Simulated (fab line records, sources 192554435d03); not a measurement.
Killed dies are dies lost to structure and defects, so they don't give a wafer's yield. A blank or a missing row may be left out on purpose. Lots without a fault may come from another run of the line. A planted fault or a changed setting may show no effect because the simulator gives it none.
fab line records | flow n5_finfet
record lots=9 wafers=25 last_day=16
route steps=1938 shown DUMMY_GATE@240 SPACER0@259 BEOL_M4@1111 PASSIVATION@1936
lots that met no fault: from a run of the same line without faults
start_h: hours from the record's first day to the start of the lot's first wafer shown | wait_h: hours since the lot's step before | " the same as in the row above | L1.1+2: a row that stands for several wafers | - no value, or no start given | * or withheld: withheld | < > ~ a bound
route shown NAME@n: a module of which the file shows steps, and the number in the route of the first | usual: mean/standard deviation of fault-free wafers | same: alike in all rows | chamber/n: place in a boat | sites: the reading at each site | _std_site: their standard deviation | _edge_site: outer sites' mean less inner sites' | radius_mm: how far each site lies from the wafer's centre | mask NAME#n: copy n | behind: the tool/chamber that last shaped the wafer | hold: why the lot was held/for how many hours/how that ended | device: the transistor (n, p or np) that didn't switch | end of line: the same wafers' tests at the end of the route | a step without rows: its recipe alone | killed: dies lost to structure and defects at the first sort, not the wafer's yield | map: a wafer's dies, x killed, . not, _ none there
set.NAME: the setting as run; set.NAME@STEP: as run at that earlier step | model.NAME: the simulator's own value behind a step, which no gauge read
steps of the route over a sample of lots; a table a step, a row a wafer
services: from which hour (start_h, from the record's first day; less than 0 if before it) a tool's chamber was out of use, for how many hours, and why
## steps
# step N5_DUMMY_GATE_TRIM_49
# recipe chemistry=O2 resist=SOC time_s=29 target_cd_nm=14 source_power_w=300 bias_power_w=0 O2_flow_sccm=100 temp_c=20
# usual drypump_motor_current_A=5.7/0.45 oes_product_au=1.002/0.018 throttle_valve_pct=8.13/0.14
# columns lot.wafer tool chamber start_h wait_h drypump_motor_current_A oes_product_au rf_hours_counter_h throttle_valve_pct
L416.2 rie_si-06 1 45.38 0.0 4.6 1.013 12 7.97
L416.3 " 0 " " 5.1 1.039 50 7.99
L416.6 " 1 " " 4.6 1.004 - 7.97
L417.2 rie_si-01 0 53.34 0.0 6.4 1.014 174 8.26
L417.4 " 2 " " 5.7 0.984 56 7.90
L417.5 " 1 " " 5.7 0.996 - 8.19
L425.1 rie_si-02 0 99.11 0.0 5.5 1.031 149 8.20
L425.2 " 3 " " 6.4 0.992 107 7.97
L425.6 " 2 " " 5.6 0.986 - 8.35
L426.1 rie_si-06 3 108.23 0.0 5.1 0.979 13 8.00
L426.4 " 0 " " 5.1 1.052 52 7.99
L426.5 " 3 " " 5.2 0.990 - 8.00
L428.3 rie_si-02 3 121.00 0.0 6.4 0.992 108 7.95
L428.4 " 2 " " 5.6 1.000 2 8.34
L428.5 " 2 " " 5.6 1.001 - 8.35
L429.3 rie_si-01 0 128.89 0.0 6.3 1.011 175 8.25
L429.6 " 3 " " 5.7 0.989 - 8.25
L430.3 rie_si-02 2 131.75 0.0 5.6 1.006 2 8.36
L430.5 " 0 " " 5.5 1.029 - 8.19
L430.6 " 1 " " 5.7 0.999 - 8.16
L432.2 rie_si-01 2 143.16 0.0 5.7 0.974 58 7.90
L432.3 " 0 " " 6.4 1.002 175 8.26
L432.4 " 1 " " 5.7 0.991 163 8.21
L433.1 rie_si-02 1 148.13 0.0 5.7 1.002 67 8.16
L433.4 " 0 " " 5.5 1.039 150 8.20
# step N5_DUMMY_GATE_STRIP_40
# recipe chemistry=CF4 resist=SiARC power_w=300 bias_power_w=75 pressure_mtorr=50 cf4_flow_sccm=150 rf_frequency_hz=6e+07
# usual drypump_motor_current_A=5.41/0.29 oes_product_au=0.75/0.07 rf_vpp_V=271.5/1.3 showerhead_plenum_p_Torr=1.82/0.043 throttle_valve_pct=13.62/0.26
# columns lot.wafer tool chamber start_h wait_h drypump_motor_current_A oes_product_au rf_hours_counter_h rf_vpp_V showerhead_plenum_p_Torr throttle_valve_pct
L416.2 rie_diel-06 0 45.47 0.1 5.09 0.77 106 273.4 1.86 13.38
L416.3 " 2 " " 5.87 0.76 156 271.4 1.80 13.88
L416.6 " 1 " " 5.42 0.69 - 272.2 1.85 13.75
L417.2 rie_diel-06 0 53.44 0.1 5.06 0.76 109 271.0 1.86 13.41
L417.4 " 3 " " 5.30 0.75 123 271.1 1.81 13.69
L417.5 " 2 " " 5.91 0.76 - 270.8 1.80 13.89
L425.1 rie_diel-03 3 99.20 0.1 5.13 0.70 218 272.0 1.84 13.91
L425.2 " 2 " " 5.24 0.69 204 270.0 1.78 13.75
L425.6 " 2 " " 5.26 0.70 - 271.4 1.78 13.77
L426.1 rie_diel-03 3 108.33 0.1 5.15 0.69 222 271.9 1.84 13.90
L426.4 " 0 " " 5.93 0.73 169 271.0 1.78 13.34
L426.5 " 3 " " 5.17 0.69 - 273.3 1.84 13.90
L428.3 rie_diel-03 0 121.10 0.1 5.93 0.72 173 270.4 1.77 13.38
L428.4 " 2 " " 5.24 0.69 211 270.7 1.78 13.77
L428.5 " 0 " " 5.93 0.73 - 270.5 1.77 13.36
L429.3 rie_diel-06 3 128.99 0.1 5.34 0.73 146 269.6 1.80 13.74
L429.6 " 3 " " 5.32 0.73 - 271.1 1.80 13.73
L430.3 rie_diel-06 1 131.85 0.1 5.46 0.68 234 271.1 1.84 13.82
L430.5 " 0 " " 5.08 0.74 - 272.5 1.86 13.43
L430.6 " 1 " " 5.44 0.68 - 271.3 1.84 13.84
L432.2 rie_diel-03 1 143.29 0.1 5.28 0.82 46 273.3 1.91 13.48
L432.3 " 0 " " 5.94 0.72 180 270.8 1.77 13.37
L432.4 " 3 " " 5.17 0.69 232 271.4 1.84 13.94
L433.1 rie_diel-05 0 148.48 0.3 5.00 0.67 240 271.5 1.84 14.01
L433.4 " 1 " " 5.45 0.93 13 269.1 1.76 13.06
# step N5_DUMMY_GATE_STRIP_48
# recipe chemistry=N2/H2 time_s=20 power_w=100 temp_c=40 pressure_mtorr=100 rf_frequency_hz=6e+07 bias_power_w=3 n2_flow_sccm=300 h2_flow_sccm=300
# usual drypump_motor_current_A=5.40/0.28 oes_product_au=0.75/0.066 rf_vpp_V=45.3/0.9 showerhead_plenum_p_Torr=3.44/0.078 throttle_valve_pct=12.34/0.28
# columns lot.wafer tool chamber start_h wait_h drypump_motor_current_A oes_product_au rf_hours_counter_h rf_vpp_V showerhead_plenum_p_Torr throttle_valve_pct
L416.2 rie_diel-03 0 46.25 0.0 5.94 0.75 149 44.4 3.37 11.95
L416.3 " 3 " " 5.18 0.72 200 45.1 3.51 12.52
L416.6 " 2 " " 5.29 0.71 - 44.2 3.35 12.47
L417.2 rie_diel-05 2 54.08 0.0 5.72 0.71 218 45.5 3.48 12.44
L417.4 " 3 " " 5.34 0.78 119 45.5 3.38 12.29
L417.5 " 0 " " 5.02 0.71 - 44.2 3.50 12.59
L425.1 rie_diel-03 3 99.86 0.0 5.19 0.71 219 45.1 3.50 12.58
L425.2 " 1 " " 5.29 0.85 32 45.9 3.56 11.86
L425.6 " 0 " " 5.96 0.73 - 44.0 3.36 11.99
L426.1 rie_diel-06 0 108.97 0.0 5.10 0.75 126 46.4 3.55 12.20
L426.4 " 1 " " 5.46 0.70 227 46.6 3.47 12.41
L426.5 " 3 " " 5.32 0.73 - 44.9 3.39 12.32
L428.3 rie_diel-06 0 121.74 0.0 5.08 0.76 130 46.2 3.55 12.22
L428.4 " 0 " " 5.12 0.76 - 45.5 3.55 12.22
L428.5 " 3 " " 5.35 0.73 - 45.5 3.39 12.34
L429.3 rie_diel-06 0 129.70 0.0 5.11 0.76 133 44.4 3.55 12.23
L429.6 " 1 " " 5.48 0.70 - 45.1 3.47 12.43
L430.3 rie_diel-06 3 132.55 0.0 5.32 0.71 148 45.7 3.39 12.37
L430.5 " 0 " " 5.09 0.75 - 45.6 3.55 12.24
L430.6 " 1 " " 5.46 0.69 - 45.5 3.47 12.45
L432.2 rie_diel-03 1 143.93 0.0 5.31 0.83 46 44.1 3.55 11.89
L432.3 " 3 " " 5.17 0.69 232 45.5 3.49 12.60
L432.4 " 2 " " 5.27 0.69 218 45.2 3.34 12.56
L433.1 rie_diel-05 1 149.13 0.0 5.47 0.96 13 45.6 3.32 11.68
L433.4 " 0 " " 5.02 0.68 240 44.4 3.49 12.66
# step N5_SPACER0_ALD_00
# recipe material=SiOCN target_thk_a=35 temp_c=400 ald_precursor_family=alkyl-aminosilane ald_co_reactant=O2/N2-plasma pulse_time_s=3 purge_time_s=2 co_reactant_purge_time_s=2 ald_cycles=58 pressure_torr=2
# usual ald_cycles=58/0 heater_power_w=840/53 precursor_pulse_height_rel=0.999/0.022
# same pulse_time_s=3 purge_time_s=2
# columns lot.wafer tool chamber start_h wait_h ald_cycles heater_power_w precursor_pulse_height_rel
L416.2 ald_sin-02 3 46.62 0.1 58 965 0.972
L416.3 " 1 " " 58 812 1.012
L416.6 " 3 " " 58 949 0.994
L417.2 ald_sin-01 0 54.46 0.1 58 894 1.010
L417.4 " 1 " " 58 845 0.958
L417.5 " 1 " " 58 844 0.993
L425.1 ald_sin-01 3 102.42 0.1 58 787 1.020
L425.2 " 1 " " 58 855 1.009
L425.6 " 2 " " 58 831 1.018
L426.1 ald_sin-01 2 109.35 0.1 58 801 1.012
L426.4 " 3 " " 58 779 1.008
L426.5 " 3 " " 58 795 1.051
L428.3 ald_sin-03 2 122.12 0.1 58 807 1.009
L428.4 " 3 " " 58 886 1.018
L428.5 " 3 " " 58 893 0.965
L429.3 ald_sin-01 2 130.49 0.1 58 816 1.035
L429.6 " 2 " " 83 823 0.971
L430.3 ald_sin-03 0 133.18 0.1 58 789 0.990
L430.5 " 0 " " 58 800 0.973
L430.6 " 3 " " 58 906 0.980
L432.2 ald_sin-03 0 144.30 0.1 58 807 1.016
L432.3 " 1 " " 58 882 0.988
L432.4 " 2 " " 58 798 0.999
L433.1 ald_sin-01 3 149.69 0.1 58 789 1.005
L433.4 " 0 " " 83 878 0.980
# step N5_BEOL_M4_RC_MEAS_101
# usual DIBL_N=36.4/1.7 DIBL_P=36.4/2.1 IOFF_N=0.16/0.035 IOFF_P=0.21/0.035 IOFF_P_85C=3.6/0.51 IOFF_P_LIN=0.100/0.013 ION_N=680/11 ION_P=465/6.8 REXT_N=75.2/1.7 REXT_P=99.9/2.6 SS_N=71.5/0.58 SS_P=73.2/0.72 VT_N=249/3.6 VT_N_LVT=97/3.3 VT_P=-250/3.1 VT_P_LVT=-98.5/2.8
# columns lot.wafer tool chamber start_h wait_h DIBL_N[mV/V] DIBL_P[mV/V] IOFF_N[nA/um] IOFF_P[nA/um] IOFF_P_85C[nA/um] IOFF_P_LIN[nA/um] ION_N[uA/um] ION_P[uA/um] REXT_N[ohm.um] REXT_P[ohm.um] SS_N[mV/dec] SS_P[mV/dec] VT_N[mV] VT_N_LVT[mV] VT_P[mV] VT_P_LVT[mV]
L417.2 prober-02 0 176.91 0.2 34.6 34.5 0.14 0.19 3.4 0.096 669 462 75.1 101.7 71.7 72.8 252 99 -248 -97.1
L417.4 " 0 " " 34.0 33.7 0.13 0.17 3.2 0.091 667 460 74.9 102.4 71.6 72.1 253 100 -253 -97.9
L417.5 " 0 " " 37.1 37.9 0.18 0.23 4.0 0.110 689 467 74.8 102.0 71.5 73.1 246 95 -247 -95.7
L416.2 prober-02 0 180.10 0.2 38.5 37.3 0.18 0.21 3.6 0.098 693 464 72.1 99.3 71.5 73.9 246 96 -248 -99.8
L416.3 " 0 " " 37.1 34.6 0.14 0.17 3.0 0.084 685 461 71.5 100.3 71.3 73.2 253 101 -254 -102.6
L416.6 " 0 " " 36.7 34.6 0.14 0.15 2.8 0.077 668 447 72.0 102.1 71.4 73.4 253 102 -254 -105.0
L425.1 prober-02 0 218.23 0.0 36.5 36.4 0.14 0.19 3.3 0.093 686 472 74.5 99.5 72.0 73.6 251 98 -252 -99.3
L425.2 " 0 " " 38.0 39.3 0.19 0.24 4.0 0.108 693 474 73.2 99.1 71.2 73.5 249 95 -249 -96.5
L425.6 " 0 " " 40.3 42.2 0.24 0.30 4.8 0.127 701 475 73.7 99.9 72.4 74.3 244 93 -245 -94.0
L426.1 prober-01 0 220.75 0.0 37.7 36.4 0.19 0.24 4.1 0.113 697 474 75.9 102.4 71.9 73.2 244 94 -246 -95.0
L426.4 " 0 " " 35.5 33.3 0.13 0.18 3.2 0.093 655 457 75.8 101.9 71.9 72.4 252 100 -252 -98.7
L426.5 " 0 " " 35.9 34.8 0.14 0.21 3.6 0.105 682 469 75.6 101.7 71.6 72.8 246 98 -246 -97.6
L428.3 prober-01 0 247.19 0.3 35.3 34.5 0.14 0.18 3.3 0.090 679 463 76.7 100.6 71.1 72.3 250 98 -252 -100.5
L428.4 " 0 " " 35.7 34.5 0.15 0.20 3.5 0.097 679 461 76.3 102.2 71.2 72.8 248 95 -249 -98.1
L428.5 " 0 " " 36.4 34.9 0.16 0.20 3.5 0.096 678 459 76.8 102.3 71.6 73.1 247 95 -252 -98.8
L429.3 prober-02 0 252.32 0.3 34.5 33.9 0.13 0.21 3.6 0.104 676 473 77.5 98.6 70.4 72.5 250 101 -250 -97.1
L429.6 " 0 " " 31.2 31.4 0.09 0.13 2.4 0.068 633 430 97.2 122.8 70.6 72.2 255 107 -260 -108.5
L430.3 prober-01 0 256.67 0.3 34.4 34.9 0.12 0.16 2.8 0.077 665 453 75.6 98.9 69.9 72.7 255 101 -258 -103.7
L430.5 " 0 " " 36.8 37.8 0.15 0.20 3.4 0.091 668 456 76.0 99.7 71.1 73.4 254 98 -252 -100.0
L430.6 " 0 " " 37.4 38.2 0.16 0.20 3.5 0.093 682 465 75.2 97.5 71.3 73.6 253 97 -254 -99.0
L432.2 prober-01 0 268.61 0.2 34.6 35.4 0.13 0.18 3.2 0.089 671 468 75.1 101.8 69.9 72.8 252 98 -253 -99.6
L432.3 " 0 " " 35.9 36.7 0.16 0.20 3.5 0.096 684 471 76.2 105.3 71.1 73.8 251 96 -252 -98.3
L432.4 " 0 " " 36.6 36.7 0.17 0.19 3.4 0.094 684 466 74.5 103.3 71.0 73.2 253 96 -252 -99.9
L433.1 prober-02 0 273.42 0.0 37.1 38.1 0.16 0.22 3.8 0.104 680 461 73.2 103.9 71.9 73.2 250 100 -251 -98.2
L433.4 " 0 " " 28.7 30.7 0.07 0.10 1.9 0.055 612 424 94.8 128.3 70.1 71.8 265 113 -261 -111.1
# step N5_PASSIVATION_PROBE_49
# usual defect_limited_yield=91.3/1.4 killed_at_M0_to_M3=36/11 killed_at_M4_up=13/5.2 killed_at_contacts=13/6.5 killed_at_front_end=37/11 killed_at_other=3.6/2.9 killed_dies=103/17 killed_open=68/12 killed_short=33/7.3 sort_bin_4_leakage=0.01/0.039 sort_bin_5_function=5.2/0.91 sort_bin_6_memory=3.2/0.67 sort_bin_8_speed=0.00/0.0099 sort_n_pass=1077/17 sort_yield_pct=91.3/1.4
# same gross_dies=1180 killed_at_back_side=0
# columns lot.wafer tool chamber start_h wait_h defect_limited_yield[%] killed_at_M0_to_M3 killed_at_M4_up killed_at_contacts killed_at_front_end killed_at_other killed_dies killed_open killed_short sort_bin_4_leakage[%] sort_bin_5_function[%] sort_bin_6_memory[%] sort_bin_8_speed[%] sort_n_pass sort_yield_pct[%]
L429.3 prober-01 - 368.05 0.1 89.9 55 15 9 36 4 119 76 35 0 5.8 4.1 0 1061 89.9
L429.6 prober-01 - 368.20 0.3 91.4 32 12 2 51 4 101 64 33 0 4.9 3.2 37.80 633 53.6
L433.1 prober-01 - 378.28 0.0 94.8 20 5 4 29 3 61 43 17 0 3.2 1.9 0 1119 94.8
L433.4 prober-01 - 378.43 0.2 91.6 29 17 13 34 6 99 67 32 0 5.1 3.2 89.49 25 2.1
# killed by level:class
L429.3 BEOL_M1:geometric_particle:open=18 FIN_SAQP:geometric_particle:open=12 MOL_CONTACT_COAG:geometric_particle:open=8 BEOL_M1:geometric_particle:short=8 STI_FIN_REVEAL:geometric_particle:open=7 BEOL_M3:geometric_particle:open=7 BEOL_M0_SAQP:geometric_particle:short=5 FIN_SAQP:geometric_particle:short=4
L429.6 FIN_SAQP:geometric_particle:open=9 DUMMY_GATE:geometric_particle:open=8 FIN_SAQP:geometric_particle:short=7 STI_FIN_REVEAL:geometric_particle:open=7 BEOL_M1:geometric_particle:open=7 BEOL_M0_SAQP:geometric_particle:short=5 BEOL_M0_SAQP:geometric_particle:open=5 BEOL_M0:geometric_particle:open=3
L433.1 BEOL_M1:geometric_particle:open=8 FIN_SAQP:geometric_particle:open=6 STI_FIN_REVEAL:geometric_particle:open=5 DUMMY_GATE:geometric_particle:open=5 BEOL_M0_SAQP:geometric_particle:open=4 FIN_SAQP:geometric_particle:short=3 BEOL_M1:geometric_particle:short=3 BEOL_M3:geometric_particle:open=3
L433.4 MOL_CONTACT_COAG:geometric_particle:open=11 BEOL_M1:geometric_particle:open=9 BEOL_M3:geometric_particle:open=8 GATE_CUT:geometric_particle:short=7 BEOL_M4:geometric_particle:open=7 STI_FIN_REVEAL:geometric_particle:open=6 BEOL_M0_SAQP:geometric_particle:open=6 FIN_SAQP:geometric_particle:short=5
## services
# columns tool chamber start_h hours kind
rie_si-02 3 21.96 8.1 repair
ald_sin-02 2 24.11 40.3 repair
ald_sin-03 - 29.58 14.6 pm
ald_sin-01 3 30.86 5.8 repair
rie_si-01 2 38.08 5.0 repair
ald_sin-02 - 41.58 2.8 pm
rie_diel-05 1 77.53 - clean
rie_diel-05 1 77.53 - consumable_replace:focus_ring
rie_diel-05 1 77.53 21.6 scheduled_down
rie_diel-05 1 77.53 21.6 vent_cycle
rie_si-01 - 85.28 4.1 repair
ald_sin-02 - 85.48 14.0 pm
ald_sin-02 0 85.48 14.0 vent_cycle
ald_sin-02 1 85.48 14.0 vent_cycle
ald_sin-02 2 85.48 14.0 vent_cycle
rie_diel-05 0 91.43 9.1 repair
rie_si-06 3 93.16 4.6 repair
rie_si-06 - 100.22 0.4 repair
rie_diel-06 2 118.80 26.8 repair
rie_si-06 2 123.88 7.5 repair
ald_sin-01 1 126.81 11.3 repair
rie_si-01 - 134.41 0.8 repair
ald_sin-01 2 138.37 4.5 repair
rie_si-01 2 138.88 3.6 repair
## key
first_sign step=N5_SPACER0_ALD_00 reading=ald_cycles direction=up sigmas=99+ usual=* struck=*
effect step=N5_BEOL_M4_RC_MEAS_101 reading=REXT_N direction=up sigmas=12 usual=75.2 struck=96.0
effect step=N5_BEOL_M4_RC_MEAS_101 reading=REXT_P direction=up sigmas=9.9 usual=99.9 struck=125.6
effect step=N5_BEOL_M4_RC_MEAS_101 reading=ION_P direction=down sigmas=5.6 usual=465 struck=427
effect step=N5_BEOL_M4_RC_MEAS_101 reading=ION_N direction=down sigmas=5.1 usual=680 struck=622
effect step=N5_BEOL_M4_RC_MEAS_101 reading=VT_P_LVT direction=down sigmas=4.1 usual=-98.5 struck=-109.8
effect step=N5_BEOL_M4_RC_MEAS_101 reading=DIBL_N direction=down sigmas=3.8 usual=36.4 struck=29.9
effect step=N5_BEOL_M4_RC_MEAS_101 reading=VT_N_LVT direction=up sigmas=3.8 usual=97 struck=110
effect step=N5_BEOL_M4_RC_MEAS_101 reading=VT_P direction=down sigmas=3.3 usual=-250 struck=-261
effect step=N5_BEOL_M4_RC_MEAS_101 reading=IOFF_P_LIN direction=down sigmas=3 usual=0.100 struck=0.061
effect step=N5_BEOL_M4_RC_MEAS_101 reading=VT_N direction=up sigmas=3 usual=249 struck=260
effect step=N5_BEOL_M4_RC_MEAS_101 reading=IOFF_P_85C direction=down sigmas=2.9 usual=3.6 struck=2.2
effect step=N5_BEOL_M4_RC_MEAS_101 reading=IOFF_P direction=down sigmas=2.8 usual=0.21 struck=0.11
effect step=N5_PASSIVATION_PROBE_49 reading=sort_bin_8_speed direction=up sigmas=99+ usual=0.00 struck=63.64
met_at N5_SPACER0_ALD_00
struck_lots L429,L433
struck_wafers L429.6,L433.4
not_acting_at N5_DUMMY_GATE_TRIM_49,N5_DUMMY_GATE_STRIP_40,N5_DUMMY_GATE_STRIP_48
onset_between 109.35 130.49
fault kind=process_parameter_drift tool=ald_sin-01 chamber=- onset_h=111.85 steps=N5_SPACER0_ALD_00 channel=ald_cycles offset=* shape=step end_h=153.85 scope=struck_wafers_only acts_in=* stated=*
